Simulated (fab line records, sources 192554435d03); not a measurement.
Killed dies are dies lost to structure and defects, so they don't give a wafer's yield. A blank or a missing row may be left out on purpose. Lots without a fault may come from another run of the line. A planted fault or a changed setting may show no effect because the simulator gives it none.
A struck lot beside a sound one | flow n5_finfet | 40 steps out of a route of 1938
Sound: wafers L713.3, L713.4, L713.6. Struck: wafer L718.5. (L718.3, L718.4 of the same lot were not struck and are left out.) The cause comes at the end.
At each step with rows: each side's tool, then ch and its chambers, then its first start. Under that, the readings that differ: sound wafers | struck wafers | difference of the means | sigmas: that difference in standard deviations of wafers without a fault.
alike: readings whose means differ by less than 2 such deviations, and words and numbers that are the same on both sides. not compared: withheld readings, readings that some wafer has no value for, bounds like >300 that may hide the same value, and numbers for which the record gives no deviation and whose values overlap.
The two part at a step that has a row with sigmas, a row that says differs or no value, or rows on one side only. Numbers that don't overlap but have no deviation are shown without sigmas and don't part them. A reading that every wafer of one side lacks parts them only if that side has two wafers or more.

first, 10 steps without rows for these wafers: N5_PMOS_HMC_CHANNEL_EPI_PRECLEAN_37 (cleans in O3/DIW, time 45 s); N5_PMOS_HMC_CHANNEL_EPI_PRECLEAN_24 (cleans in DHF, time 30 s); N5_PMOS_HMC_CHANNEL_EPI_SRD_25 (time 30 s); N5_PMOS_HMC_CHANNEL_EPI_EPI_26 (deposits Si from SiH4/H2, target thk 3.8 nm, time 22.7 s); N5_FIN_SAQP_PRECLEAN_42 (cleans in O3/DIW, time 60 s); N5_FIN_SAQP_PRECLEAN_00 (cleans in SC1, time 60 s); N5_FIN_SAQP_PRECLEAN_44 (cleans in SC2, time 45 s); N5_FIN_SAQP_SRD_01 (time 30 s); N5_FIN_SAQP_ALD_61 (deposits SiO2, target thk 4 nm, pulse time 1 s, purge time 2 s); N5_FIN_SAQP_DENSIFY_62 (time 60 s).
N5_FIN_SAQP_HM_DEP_03: deposits SiNx from SiH4/NH3/N2, target thk 38 nm, time 33.6 s.
  sound on pecvd-01 ch 0,2, day 2 09:14; struck on pecvd-01 ch 2, day 3 15:02
  reading                                      | sound             | struck | difference | sigmas
  model.SiNx_of_FIN_SAQP_HM_DEP_03.thk_nm (nm) | 38.21 37.52 37.64 | 51.93  | +14.14     |
  alike: heater_power_w, showerhead_plenum_p_Torr, throttle_valve_pct
N5_FIN_SAQP_THK_MEAS_05:
  sound on film_metro-01, day 2 09:20; struck on film_metro-02, day 3 15:07
  reading     | sound          | struck | difference | sigmas
  thk_nm (nm) | 38.2 37.5 37.6 | 51.9   | +14.1      | +30
then, 24 steps without rows for these wafers: N5_FIN_SAQP_PECVD_47 (deposits a-Si from SiH4/He, target thk 45 nm, time 36.3 s); N5_FIN_SAQP_PECVD_48 (deposits SiNx from SiH4/NH3/N2, target thk 25 nm, time 22.1 s); N5_FIN_SAQP_PECVD_06 (deposits a-Si from SiH4/He, target thk 60 nm, time 48.1 s); N5_FIN_SAQP_HM_DEP_72 (deposits SiO2 from SiH4/N2O, target thk 12 nm, time 7.2 s); N5_FIN_SAQP_COAT_49 (time 60 s, resist thk 100 nm); N5_FIN_SAQP_COAT_50 (time 60 s, resist thk 35 nm); N5_FIN_SAQP_COAT_10 (resist thk 90 nm); N5_FIN_SAQP_EBR_12; N5_FIN_SAQP_SOFTBAKE_11 (time 60 s); N5_FIN_SAQP_EXPOSE_13 (exposes mask FIN CORE, target cd 35.6 nm); N5_FIN_SAQP_PEB_14 (peb time 60 s); N5_FIN_SAQP_DEVELOP_15 (develop time 30 s); N5_FIN_SAQP_DESCUM_21 (chemistry O2, time 7.9 s); N5_FIN_SAQP_ETCH_51 (etches SiARC in CF4, target depth 45.5 nm, time 75.8 s); N5_FIN_SAQP_ETCH_52 (etches SOC in N2/H2, target depth 100 nm, overetch 20 nm, time 150 s); N5_FIN_SAQP_STRIP_53 (strips in N2/H2); N5_FIN_SAQP_HM_OPEN_73 (chemistry CHF3/O2, target SiO2, stops on a-Si, target depth 12 nm, time 16.8 s); N5_FIN_SAQP_STRIP_74 (strips in CHF3/O2); N5_FIN_SAQP_MANDREL_ETCH_22 (etches a-Si in HBr/Cl2, stops on SiNx, target depth 60 nm, bt time 10 s, time 30 s); N5_FIN_SAQP_STRIP_55 (strips in N2/H2); N5_FIN_SAQP_STRIP_23 (strips in SPM, time 750 s); N5_FIN_SAQP_SRD_66 (time 30 s); N5_FIN_SAQP_RECESS_75 (chemistry HF/NH3, target SiO2, target depth 14.4 nm, afs cycles 3, sublimation time 60 s); N5_FIN_SAQP_SPACER1_ALD_24 (deposits SiO2, target thk 20.3 nm, pulse time 1 s, purge time 2 s).
N5_FIN_SAQP_HM_OPEN_33: chemistry CH3F/O2, target SiNx, target depth 49.4 nm, time 70.6 s.
  sound on rie_diel-06 ch 0,1, day 2 13:45; struck on rie_diel-06 ch 2, day 3 20:49
  reading                  | sound            | struck | difference | sigmas
  etch_rf_on_time_s (s)    | 68.7 69.4 67.8   | 94.8   | +26.2      | +15
  model.etch.depth_nm (nm) | 37.48 36.85 36.9 | 51.3   | +14.2      |
  alike: bias_w, drypump_motor_current_A, oes_product_au, rf_vpp_V, showerhead_plenum_p_Torr, throttle_valve_pct
  not compared: rf_hours_counter_h
N5_STI_FIN_REVEAL_RECESS_09: chemistry HF/NH3, target SiO2, afs cycles 11, target depth 42.5 nm, sublimation time 60 s.
  sound on vapor_etch-01 ch 0,1, day 2 22:21; struck on vapor_etch-02 ch 1, day 4 05:52
  reading                                      | sound          | struck | difference | sigmas
  model.SiNx_of_FIN_SAQP_HM_DEP_03.thk_nm (nm) | 18.4 17.6 17.6 | 32     | +14        |
  alike: drypump_motor_current_A
-- the record jumps here: 5 days lie between the struck wafers' starts before and after (it left off in module STI_FIN_REVEAL and takes up again in module BEOL_M4, whose first step shown is number 1111 of the route) --
N5_BEOL_M4_RC_MEAS_101:
  sound on prober-01 ch 0, day 8 07:29; struck on prober-01 ch 0, day 9 17:41
  reading        | sound             | struck | difference | sigmas
  DIBL_N (mV/V)  | 36.0 36.0 38.1    | 33.3   | -3.4       | -2
  DIBL_P (mV/V)  | 37.0 35.9 39.2    | 33.0   | -4.4       | -2
  IOFF_P (nA/um) | 0.22 0.21 0.26    | 0.15   | -0.08      | -2
  ION_N (uA/um)  | 666 660 678       | 642    | -26        | -2
  ION_P (uA/um)  | 460 459 467       | 446    | -16        | -2
  VT_N (mV)      | 252.2 248.3 246.8 | 258.9  | +9.8       | +4
  VT_P (mV)      | -248 -248 -247    | -255   | -7         | -2
  alike: IOFF_N, SS_N, SS_P
-- the record jumps here: 5 days lie between the struck wafers' starts before and after (it left off in module BEOL_M4 and takes up again in module PASSIVATION, whose first step shown is number 1936 of the route) --
N5_PASSIVATION_PROBE_49:
  sound on prober-02, day 12 13:32; struck on prober-01, day 14 08:08
  reading              | sound | struck | difference | sigmas
  sort_bin_8_speed (%) | 0 0 0 | 0.17   | +0.17      |
  alike: defect_limited_yield, killed_at_M0_to_M3, killed_at_M4_up, killed_at_contacts, killed_at_front_end, killed_at_other, killed_dies, killed_open, killed_short, sort_bin_5_function, sort_bin_6_memory, sort_n_pass, sort_yield_pct

WHERE THEY PART
First at N5_FIN_SAQP_THK_MEAS_05; last, within this record, at N5_BEOL_M4_RC_MEAS_101. Later steps at which nothing parts them and some readings are alike: N5_PASSIVATION_PROBE_49.

WHY: what the simulator had put in
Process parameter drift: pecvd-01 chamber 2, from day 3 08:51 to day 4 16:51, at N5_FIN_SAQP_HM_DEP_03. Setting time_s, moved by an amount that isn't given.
